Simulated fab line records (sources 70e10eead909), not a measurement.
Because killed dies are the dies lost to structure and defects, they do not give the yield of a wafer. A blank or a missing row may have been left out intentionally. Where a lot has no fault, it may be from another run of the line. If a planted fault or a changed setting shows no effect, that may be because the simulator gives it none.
Chamber matching	flow nandHarc	4 sister chambers for NHARC_A_CHANNEL_FILL_D2_CMP_10 on cmp-02
The step polishes, target thk 150 nm. 4 wafers are shown with their chamber, then 12 later ones without.

== WAFERS PAIRED WITH THEIR CHAMBERS ==
wafer	chamber	motorCurrentA (A)
L080.4	0	11.4
L087.3	3	13.0
L091.1	1	12.6
L091.6	2	13.5

== WAFERS WITHOUT THEIR CHAMBER ==
wafer	motorCurrentA (A)
L091.3	11.5
L091.4	12.3
L091.5	12.3
L090.3	10.9
L090.4	13.8
L090.5	12.7
L092.2	14.3
L092.5	13.9
L092.6	12.3
L095.2	12.1
L095.3	13.2
L095.6	12.7

== EACH ONE'S CHAMBER ==
wafer	from the rows above	in truth
L091.3	0	0
L091.4	can't be placed: 1 or 3 or 0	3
L091.5	can't be placed: 1 or 3 or 0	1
L090.3	0	0
L090.4	can't be placed: 2 or 3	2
L090.5	can't be placed: 1 or 3 or 2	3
L092.2	can't be placed: 2 or 3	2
L092.5	can't be placed: 2 or 3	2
L092.6	can't be placed: 1 or 3 or 0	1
L095.2	can't be placed: 1 or 0 or 3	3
L095.3	can't be placed: 3 or 2 or 1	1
L095.6	can't be placed: 1 or 3 or 2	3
Placed correctly: 2 of 12. Unplaceable from these rows: 10, with the true chamber sitting among the candidates in 10. Wrongly placed: 0.
How it was worked out, from the rows above alone: a wafer's distance from a chamber is the root of the sum, over the readings, of the square of ((its reading less the chamber's mean) divided by the reading's scatter). The wafer belongs to the nearest chamber; if the next one is less than 2 further off, it can't be placed. For every chamber, the mean is computed from those of its wafers that are shown. The scatter (one wafer shown for each chamber): square how far every hidden wafer sits from the nearest shown wafer, average those squares and take the square root.
